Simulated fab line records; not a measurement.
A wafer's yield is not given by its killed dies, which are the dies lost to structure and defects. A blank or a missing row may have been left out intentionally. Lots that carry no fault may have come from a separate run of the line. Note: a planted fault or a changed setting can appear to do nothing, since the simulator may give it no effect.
A lot that was struck, set against a sound lot ; flow n5Finfet ; 38 steps out of a route of 1938
Sound: these wafers, L498.1, L498.5, L498.6. Struck: wafer L509.2 (left out: L509.1, a lot-mate that was not struck); the cause follows at the end.
Each step with rows lists, per side, the tool, then ch with its chambers, then its first start. Under that, the readings that differ: sound wafers ; struck wafers ; difference of the means ; sigmas: that difference in standard deviations of wafers without a fault.
alike: readings whose means differ by less than 2 such deviations, and words and numbers that are the same on both sides. not compared: withheld readings, readings that some wafer has no value for, bounds like >300 that may hide the same value, and numbers for which the record gives no deviation and whose values overlap.
A row with sigmas, a row that says differs or no value, or rows on one side alone: a step with any of these is where the two part. When numbers do not overlap yet have no deviation, they are printed without sigmas and do not part them. A reading missing from all wafers of one side parts the sides only when that side holds two or more wafers.

first, 9 steps without rows for these wafers: N5_BEOL_M4_ANNEAL_95 (time 240 s); N5_BEOL_M4_SPUTTER_96 (material Cu, target thk 4.5 nm, time 8.29 s); N5_BEOL_M4_ECD_50 (material Cu, target thk 300 nm); N5_BEOL_M4_ANNEAL_51 (time 90 s); N5_BEOL_M4_CMP_52 (polishes, stops on SiOC, t overpolish 6.8 s, target thk 40 nm); N5_BEOL_M4_PRE_CLEAN_60 (time 15 s); N5_BEOL_M4_CO_CAP_55 (material Co, precursor CCTBA/H2, target thk 2 nm, time 102.1 s); N5_BEOL_M4_PRE_CLEAN_56 (time 15 s); N5_BEOL_M4_DEP_57 (deposits SiCN from 3MS/NH3, target thk 8 nm, time 14 s).
N5_BEOL_M4_RC_MEAS_101:
  sound on prober-01 ch 0, day 9 10:08; struck on prober-02 ch 0, day 11 23:51
reading;sound;struck;difference;sigmas
VT_N (mV);244 241 248;251;+7;+2
  alike: DIBL_N, DIBL_P, IOFF_N, IOFF_P, ION_N, ION_P, SS_N, SS_P, VT_P
then, 24 steps without rows for these wafers: N5_BEOL_M5_ILD_DEP_00 (deposits SiCOH lowk from DEMS/porogen, target thk 140.64 nm, time 25.9 s); N5_BEOL_M5_CURE_79 (cures SiCOH lowk, time 240 s); N5_BEOL_M5_PECVD_70 (deposits SiO2 from TEOS/O2, target thk 16 nm, time 18 s); N5_BEOL_M5_HM_DEP_02 (deposits TiN, target thk 20 nm); N5_BEOL_M5_COAT_59 (time 60 s, resist thk 60 nm); N5_BEOL_M5_COAT_60 (time 60 s, resist thk 12 nm); N5_BEOL_M5_COAT_71 (time 60 s, resist thk 5 nm); N5_BEOL_M5_COAT_05 (resist thk 30 nm); N5_BEOL_M5_EBR_07; N5_BEOL_M5_SOFTBAKE_06 (time 60 s); N5_BEOL_M5_EXPOSE_08 (exposes mask M5, target cd 28 nm); N5_BEOL_M5_PEB_09 (peb time 60 s); N5_BEOL_M5_DEVELOP_10 (develop time 30 s); N5_BEOL_M5_DESCUM_16 (chemistry O2, time 7 s); N5_BEOL_M5_ETCH_72 (etches underlayer in N2/H2, target depth 6.5 nm, time 5.2 s); N5_BEOL_M5_ETCH_61 (etches SiARC in CF4, target depth 15.6 nm, time 26 s); N5_BEOL_M5_ETCH_62 (etches SOC in N2/H2, target depth 75 nm, overetch 15 nm, time 112.5 s); N5_BEOL_M5_STRIP_63 (strips in N2/H2); N5_BEOL_M5_STRIP_73 (strips in N2/H2); N5_BEOL_M5_STRIP_64 (strips in CF4); N5_BEOL_M5_HM_OPEN_17 (chemistry Cl2/BCl3, target TiN, target depth 20 nm, overetch 6 nm); N5_BEOL_M5_STRIP_19 (strips in O2); N5_BEOL_M5_COAT_65 (time 60 s, resist thk 60 nm); N5_BEOL_M5_COAT_66 (time 60 s, resist thk 12 nm).
N5_BEOL_M9_ALD_74: deposits TaN, target thk 2 nm, pulse time 2 s, purge time 3 s.
  sound on aldMetal-03 ch 0,2,3, day 11 03:37; struck on aldMetal-03 ch 1, day 13 21:29
reading;sound;struck;difference;sigmas
aldCycles;40 40 40;17;-23;
model.TaN_of_BEOL_M9_ALD_74.thkNm (nm);2 2 2;0.8;-1.2;
  alike: heaterPowerW
N5_BEOL_M9_CMP_52: polishes, stops on SiCOH lowk, t overpolish 7 s, target thk 140 nm.
  sound on cmp-04 ch 0,1,3, day 11 05:40; struck on cmp-01 ch 1, day 13 23:09
reading;sound;struck;difference;sigmas
barrierFieldEndpointS (s);28.3 28.9 29.1;27.2;-1.6;-3
  alike: clearingPlatenRpm, motorCurrentA
N5_BEOL_M15_RC_MEAS_101:
  sound on prober-01 ch 0, day 13 02:57; struck on prober-01 ch 0, day 15 16:15
reading;sound;struck;difference;sigmas
COMB_M5 (S/m);3.9e-11 3.3e-11 1.9e-11;5.1e-11;+2.1e-11;+3
COMB_M9 (S/m);1.3e-11 1.1e-11 1.9e-11;3.32e-10;+3.18e-10;+99 or more
COMB_M9_max_site (S/m);2.2e-11 1.3e-11 3.2e-11;3.84e-10;+3.62e-10;+79
SERP_M7 (ohm/um);13.1 13.1 12.9;14.3;+1.3;+2
  alike: COMB_M10, COMB_M11, COMB_M12, COMB_M13, COMB_M14, COMB_M15, COMB_M6, COMB_M7, COMB_M8, SERP_M10, SERP_M11, SERP_M12, SERP_M13, SERP_M14, SERP_M5, SERP_M6, SERP_M8, SERP_M8_max_site, SERP_M9
N5_PASSIVATION_PROBE_49:
  record: rows for the struck wafers here (prober-02, day 16 05:23), none for the sound ones

## WHERE THEY PART
At N5_BEOL_M4_RC_MEAS_101 first; at N5_PASSIVATION_PROBE_49 last (within this record only).

WHY: whatever the simulator had introduced
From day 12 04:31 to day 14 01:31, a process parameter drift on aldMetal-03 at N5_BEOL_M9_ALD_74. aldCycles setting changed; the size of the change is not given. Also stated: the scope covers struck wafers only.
